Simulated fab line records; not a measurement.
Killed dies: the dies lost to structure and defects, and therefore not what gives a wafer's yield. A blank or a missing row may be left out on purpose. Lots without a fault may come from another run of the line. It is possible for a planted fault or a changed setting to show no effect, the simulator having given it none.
Matching of chambers	flow n5Finfet	4 sister chambers for N5_GATE_CUT_CMP_23 on cmp-01
The step polishes, stops on SiO2, t overpolish 23.4 s, target thk 16 nm. 7 wafers are shown with their chamber, then 8 later ones without.

WAFERS, EACH WITH ITS CHAMBER
wafer	chamber	motorCurrentA (A)	timeToEndpointS (s)
L075.4	2	9.5	18.0
L081.4	3	9.2	17.6
L081.5	1	8.9	23.3
L084.1	1	9.2	24.0
L084.3	0	10.5	17.2
L084.6	3	9.3	17.5
L086.3	0	11.1	15.9

WAFERS WITHOUT THEIR CHAMBER
wafer	motorCurrentA (A)	timeToEndpointS (s)
L086.4	9.3	17.3
L086.5	9.1	21.4
L088.1	9.8	20.7
L088.2	8.8	18.2
L088.5	9.4	18.3
L095.2	9.1	19.5
L095.3	9.6	24.9
L095.5	11.2	18.1

WHICH CHAMBER EACH ONE RAN IN
wafer	from the rows above	in truth
L086.4	can't be placed: 3 or 2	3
L086.5	1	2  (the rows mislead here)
L088.1	can't be placed: 2 or 3 or 1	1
L088.2	can't be placed: 3 or 2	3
L088.5	can't be placed: 2 or 3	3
L095.2	can't be placed: 2 or 3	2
L095.3	1	1
L095.5	0	0
Correctly placed: 2 of 8. Cannot be placed on the basis of these rows: 5; the candidates contain the true chamber in 5. Placed wrongly: 1.
How it was worked out, from the rows above alone: a wafer's distance from a chamber is the root of the sum, over the readings, of the square of ((its reading less the chamber's mean) divided by the reading's scatter). If the next closest chamber is less than 2 further off than the closest, the wafer can't be placed; otherwise it belongs to the closest. A chamber's mean is the mean of its shown wafers. How the scatter is found: for the shown wafers, subtract from each reading the mean of its chamber, square and add these, divide the total by (wafers less chambers), then take the root.
